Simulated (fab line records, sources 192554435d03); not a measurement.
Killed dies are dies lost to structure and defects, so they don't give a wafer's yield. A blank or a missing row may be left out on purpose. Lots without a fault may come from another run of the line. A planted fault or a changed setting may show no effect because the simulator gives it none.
A struck lot beside a sound one | flow n5_finfet | 39 steps out of a route of 1938
Sound: wafers L973.1, L973.5, L973.6. Struck: wafers L960.2, L960.4, L960.5. The cause comes at the end.
At each step with rows: each side's tool, then ch and its chambers, then its first start. Under that, the readings that differ: sound wafers | struck wafers | difference of the means | sigmas: that difference in standard deviations of wafers without a fault.
alike: readings whose means differ by less than 2 such deviations, and words and numbers that are the same on both sides. not compared: withheld readings, readings that some wafer has no value for, bounds like >300 that may hide the same value, and numbers for which the record gives no deviation and whose values overlap.
The two part at a step that has a row with sigmas, a row that says differs or no value, or rows on one side only. Numbers that don't overlap but have no deviation are shown without sigmas and don't part them. A reading that every wafer of one side lacks parts them only if that side has two wafers or more.

first, 9 steps without rows for these wafers: N5_HKMG_FIN_PEB_10 (peb time 60 s); N5_HKMG_FIN_DEVELOP_11 (develop time 30 s); N5_HKMG_FIN_DESCUM_17 (chemistry O2, time 7.9 s); N5_HKMG_FIN_ETCH_31 (etches SiARC in CF4, target depth 45.5 nm, time 75.8 s); N5_HKMG_FIN_ETCH_32 (etches SOC in N2/H2, target depth 240 nm, time 300 s); N5_HKMG_FIN_STRIP_33 (strips in N2/H2); N5_HKMG_FIN_STRIP_34 (strips in CF4); N5_HKMG_FIN_ETCH_35 (etches SOC in N2/H2, target depth 215.8 nm, time 243.4 s); N5_HKMG_FIN_STRIP_92 (strips SOC in N2/H2, time 20 s).
N5_HKMG_FIN_WET_ETCH_18: etches TiN in SC1, time 55 s, target depth 5.2 nm, rinse time 30 s.
  sound on wet_bench-03 ch 4,6,7, day 8 10:16; struck on wet_bench-06 ch 0,1,7, day 5 07:14
  no value came back on the struck wafers for bath_heat_duty_pct (%), diw_flow_mL_min, time_s (s); on the sound wafers bath_heat_duty_pct (%) reads 7.0 7.2 6.0
  not compared: bath_guard_temp_C, temp_c
then, 27 steps without rows for these wafers: N5_HKMG_FIN_STRIP_19 (strips in N2/H2, time 360 s); N5_HKMG_FIN_ALD_91 (deposits TiN, target thk 1 nm, pulse time 1 s, purge time 3 s); N5_HKMG_FIN_COAT_85 (time 60 s, resist thk 300 nm); N5_HKMG_FIN_ETCH_86 (etches SOC in N2/H2, stops on TiN, target depth 393.2 nm); N5_HKMG_FIN_STRIP_89 (strips SOC in N2/H2, time 20 s); N5_HKMG_FIN_WET_ETCH_87 (etches TiN in SC1, time 154.2 s, target depth 4.7 nm, rinse time 30 s); N5_HKMG_FIN_STRIP_88 (strips in N2/H2, time 360 s); N5_HKMG_FIN_NWFM_ALD_20 (deposits TiAlC, target thk 2 nm, pulse time 3 s, purge time 2 s); N5_HKMG_FIN_ALD_71 (deposits TiN, target thk 1 nm, pulse time 1 s, purge time 3 s); N5_HKMG_FIN_COAT_66 (time 60 s, resist thk 300 nm); N5_HKMG_FIN_ETCH_67 (etches SOC in N2/H2, stops on TiN, target depth 388.9 nm); N5_HKMG_FIN_STRIP_90 (strips SOC in N2/H2, time 20 s); N5_HKMG_FIN_WET_ETCH_73 (etches the open film in SC1, time 42.3 s, target depth 1.3 nm, rinse time 30 s); N5_HKMG_FIN_ETCHBACK_68 (etches the open film in Cl2/Ar, stops on HfO2, target depth 0.5 nm); N5_HKMG_FIN_STRIP_69 (strips in N2/H2, time 360 s); N5_HKMG_FIN_ALD_21 (deposits TiN, target thk 1.5 nm, pulse time 1 s, purge time 3 s); N5_HKMG_FIN_ALD_72 (deposits W, target thk 2 nm, pulse time 1 s, purge time 2 s); N5_HKMG_FIN_W_FILL_22 (material W, target thk 60 nm, time 18.2 s); N5_HKMG_FIN_PRECLEAN_83 (cleans in DIW, time 57.5 s); N5_HKMG_FIN_SRD_84 (dry time 32 s); N5_HKMG_FIN_CMP_23 (polishes, stops on SiNx, t overpolish 10 s, target thk 46.326 nm); N5_HKMG_FIN_CMP_94 (polishes, stops on SiNx, t overpolish 4.7 s, target thk 43.299 nm); N5_GATE_CUT_ETCHBACK_00 (etches W in SF6/Cl2); N5_GATE_CUT_ETCH_56 (etches TiN in Cl2/Ar, target depth 21.6 nm); N5_GATE_CUT_ETCHBACK_30 (etches TiN in Cl2/Ar, target depth 3 nm); N5_GATE_CUT_VAPOR_ETCH_60 (etches HfO2 in BCl3/Cl2); N5_GATE_CUT_ETCH_58 (etches SiNx in CH3F/O2, target depth 17 nm, time 128.6 s).
-- the record jumps here: 4 days lie between the struck wafers' starts before and after (it left off in module GATE_CUT and takes up again in module BEOL_M4, whose first step shown is number 1111 of the route) --
N5_BEOL_M4_RC_MEAS_101:
  sound on prober-02 ch 0, day 11 20:40; struck on prober-01 ch 0, day 9 08:32
  reading             | sound                      | struck                     | difference | sigmas
  IOFF_N (nA/um)      | 0.17 0.21 0.13             | 0.00 0.00 0.00             | -0.17      | -4
  IOFF_N_85C (nA/um)  | 3.2 3.9 2.6                | 0.0 0.0 0.0                | -3.2       | -5
  IOFF_N_LIN (nA/um)  | 0.077 0.094 0.062          | 0.000 0.000 0.000          | -0.078     | -5
  IOFF_N_LONG (nA/um) | 5.93e-05 5.89e-05 5.87e-05 | 2.78e-05 2.76e-05 2.78e-05 | -3.12e-05  | -11
  ION_N (uA/um)       | 680 688 666                | 250 240 244                | -433       | -31
  VT_N (mV)           | 247 245 253                | 449 460 454                | +206       | +51
  VT_N_LONG (mV)      | 275.5 272.7 274.3          | 481.9 477.1 479.8          | +205.4     | +99 or more
  VT_N_LVT (mV)       | 101 97 105                 | 298 309 303                | +202       | +49
  alike: DIBL_N, DIBL_P, IOFF_P, ION_P, SS_N, SS_P, VT_P
-- the record jumps here: 4 days lie between the struck wafers' starts before and after (it left off in module BEOL_M4 and takes up again in module PASSIVATION, whose first step shown is number 1936 of the route) --
N5_PASSIVATION_PROBE_49:
  sound on prober-01, day 16 03:34; struck on prober-01, day 13 19:40
  reading              | sound          | struck         | difference | sigmas
  sort_bin_8_speed (%) | 0 0 0          | 91.1 89.7 90.1 | +90.3      | +99 or more
  sort_n_pass          | 1084 1100 1082 | 0 0 0          | -1089      | -57
  sort_yield_pct (%)   | 91.9 93.2 91.7 | 0 0 0          | -92        | -58
  alike: defect_limited_yield, killed_at_M0_to_M3, killed_at_M4_up, killed_at_contacts, killed_at_front_end, killed_at_other, killed_dies, killed_on_rim, killed_open, killed_short, sort_bin_5_function, sort_bin_6_memory

WHERE THEY PART
First at N5_HKMG_FIN_WET_ETCH_18; last, within this record, at N5_PASSIVATION_PROBE_49.

WHY: what the simulator had put in
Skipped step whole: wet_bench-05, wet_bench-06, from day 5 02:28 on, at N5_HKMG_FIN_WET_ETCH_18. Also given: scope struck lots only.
